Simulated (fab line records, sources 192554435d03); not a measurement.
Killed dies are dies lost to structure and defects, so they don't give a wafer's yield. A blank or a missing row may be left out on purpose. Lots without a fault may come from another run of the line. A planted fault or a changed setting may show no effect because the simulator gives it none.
Chamber matching | flow n5_finfet | N5_HKMG_FIN_STRIP_89 on rie_diel-03: 4 sister chambers
The step strips SOC in N2/H2, time 20 s. 4 wafers are shown with their chamber, then 7 later ones without.

WAFERS WITH THEIR CHAMBER
wafer  | chamber | showerhead_plenum_p_Torr (Torr)
L083.2 | 3       | 3.41
L083.4 | 2       | 3.23
L086.1 | 1       | 3.15
L086.2 | 0       | 3.46

WAFERS WITHOUT THEIR CHAMBER
wafer  | showerhead_plenum_p_Torr (Torr)
L086.5 | 3.15
L093.3 | 3.22
L093.4 | 3.40
L093.5 | 3.15
L095.1 | 3.22
L095.5 | 3.14
L095.6 | 3.22

WHICH CHAMBER EACH WENT THROUGH
wafer  | from the rows above | in truth
L086.5 | 1                   | 1
L093.3 | 2                   | 2
L093.4 | 3                   | 3
L093.5 | 1                   | 1
L095.1 | 2                   | 2
L095.5 | 1                   | 1
L095.6 | 2                   | 2
Placed correctly: 7 of 7. Can't be placed from these rows: 0. Placed wrongly: 0.
How it was worked out, from the rows above alone: a wafer's distance from a chamber is the root of the sum, over the readings, of the square of ((its reading less the chamber's mean) divided by the reading's scatter). The wafer belongs to the nearest chamber; if the next one is less than 2 further off, it can't be placed. A chamber's mean is the mean of its shown wafers. The scatter: with one shown wafer a chamber, the root of the mean of the squares of how far each hidden wafer lies from its nearest shown one.
